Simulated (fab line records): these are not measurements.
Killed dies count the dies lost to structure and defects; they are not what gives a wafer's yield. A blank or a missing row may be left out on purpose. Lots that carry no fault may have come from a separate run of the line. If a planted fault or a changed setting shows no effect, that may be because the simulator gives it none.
Struck lot and sound lot, side by side / flow nand-harc / 15 steps out of a route of 1302
Sound: these wafers, L833.2, L833.3, L833.5. Struck: wafer L825.4 (left out: L825.3, a lot-mate that was not struck); the cause follows at the end.
Order at every step that has rows: each side's tool, ch and its chambers, its first start. Under that, the readings that differ: sound wafers / struck wafers / difference of the means / sigmas: that difference in standard deviations of wafers without a fault.
alike: words and numbers the same on both sides, and readings whose means are apart by under 2 such deviations; not compared: readings that were withheld, readings missing a value for some wafer, numbers with overlapping values and no deviation given by the record, and bounds like >300 which may hide the same value.
A row with sigmas, a row that says differs or no value, or rows on one side alone: a step with any of these is where the two part. Non-overlapping numbers with no deviation appear without sigmas and do not part them. A reading missing from all wafers of one side parts the sides only when that side holds two or more wafers.

NHARC_A_ONON_D2_THK_MEAS_08: measures by ellipsometry.
  sound on film-metro-01 at day 17 13:25; struck on film-metro-02 at day 15 01:19
  alike: thk-nm
then, 1 step without rows for these wafers: NHARC_A_ONON_D2_DEP_09 (target thk 1000 nm).
NHARC_A_ONON_D2_THK_MEAS_11: measures by ellipsometry.
  sound on film-metro-02 at day 17 13:58; struck on film-metro-02 at day 15 01:53
  alike: thk-nm
then, 1 step without rows for these wafers: NHARC_A_ONON_D2_DEP_12 (target thk 1000 nm).
NHARC_A_ONON_D2_THK_MEAS_14: measures by ellipsometry.
  sound on film-metro-01 at day 17 14:32; struck on film-metro-01 at day 15 02:28
  alike: thk-nm
then, 2 steps without rows for these wafers: NHARC_A_ONON_D2_ANNEAL_15 (time 3600 s); NHARC_A_ONON_D2_DEP_16 (target thk 1000 nm).
NHARC_A_ONON_D2_THK_MEAS_18: measures by ellipsometry.
  sound on film-metro-02 at day 17 21:40; struck on film-metro-02 at day 15 09:51
  alike: thk-nm
then, 1 step without rows for these wafers: NHARC_A_ONON_D2_DEP_19 (target thk 1000 nm).
NHARC_A_ONON_D2_THK_MEAS_21: measures by ellipsometry.
  sound on film-metro-01 at day 17 22:14; struck on film-metro-01 at day 15 10:25
  alike: thk-nm
then, 1 step without rows for these wafers: NHARC_A_ONON_D2_DEP_22 (target thk 1000 nm).
NHARC_A_ONON_D2_THK_MEAS_24: measures by ellipsometry.
  sound on film-metro-01 at day 17 22:48; struck on film-metro-02 at day 15 10:59
  alike: thk-nm
NHARC_A_ONON_D2_DEP_25: target thk 1000 nm.
  sound on pecvd-onon-01 ch 0, day 17 22:55; struck on pecvd-onon-03 ch 0, day 15 11:09
  alike: susceptor-temp-C
NHARC_A_ONON_D2_THK_MEAS_27: measures by ellipsometry.
  sound on film-metro-01 at day 17 23:22; struck on film-metro-01 at day 15 11:33
reading=thk-nm (nm); sound=1005 1004 1003; struck=674; difference=-330; sigmas=-28
then, 1 step without rows for these wafers: NHARC_A_ONON_D2_DEP_28 (target thk 1000 nm).

== WHERE THEY PART ==
NHARC_A_ONON_D2_THK_MEAS_27 only, going by this record.

WHY: what had been put in by the simulator
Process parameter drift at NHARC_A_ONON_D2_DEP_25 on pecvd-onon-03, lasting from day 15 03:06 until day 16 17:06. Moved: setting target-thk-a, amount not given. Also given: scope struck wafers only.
